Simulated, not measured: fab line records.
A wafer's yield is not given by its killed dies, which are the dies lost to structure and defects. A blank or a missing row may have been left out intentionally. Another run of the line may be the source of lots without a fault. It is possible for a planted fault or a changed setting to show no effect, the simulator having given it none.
Which of the tools did it? / flow n5 finfet / 6 lots (18 wafers sampled), 1 step of a 1938-step route

== WHAT THE GAUGES SHOWED, per wafer ==
N5_BEOL_M15_OVL_MEAS_11.
lot=L549; measured=day 12 07:35; on=overlay-01; V14_OVL (nm)=-2 4 4
lot=L551; measured=day 13 00:25; on=overlay-02; V14_OVL (nm)=1 -2 2
lot=L556; measured=day 13 22:44; on=overlay-01; V14_OVL (nm)=0 -4 0
lot=L559; measured=day 14 07:34; on=overlay-01; V14_OVL (nm)=7 2 5
lot=L567; measured=day 17 00:38; on=overlay-02; V14_OVL (nm)=-5 4 -5
lot=L570; measured=day 17 16:15; on=overlay-01; V14_OVL (nm)=-8 -6 2

== TOOL THAT RAN EACH LOT (tool first, then ch and the chambers of the sampled wafers, then the start) ==
Before these readings, the record contains no process step.

== THE ANSWER, worked out from the rows above alone ==
Rule: what is usual is taken from the lots themselves. Put in order of their means at a reading, lots are off if they are a third of the lots or fewer, leave a main group of 4 or more, and stand apart from it by a gap of 3 or more times the standard deviation of the main group's means; of several such gaps the widest counts. A main group is skipped when, at the precision printed for the reading in the tables above, its means are all equal. Also off: a lot with no number at a reading for which 4 or more lots have one. The other lots that the step has rows for count as sound.
No lot is off on any of the readings shown, so nothing can be concluded from this.

== WHAT WAS PUT IN BY THE SIMULATOR ==
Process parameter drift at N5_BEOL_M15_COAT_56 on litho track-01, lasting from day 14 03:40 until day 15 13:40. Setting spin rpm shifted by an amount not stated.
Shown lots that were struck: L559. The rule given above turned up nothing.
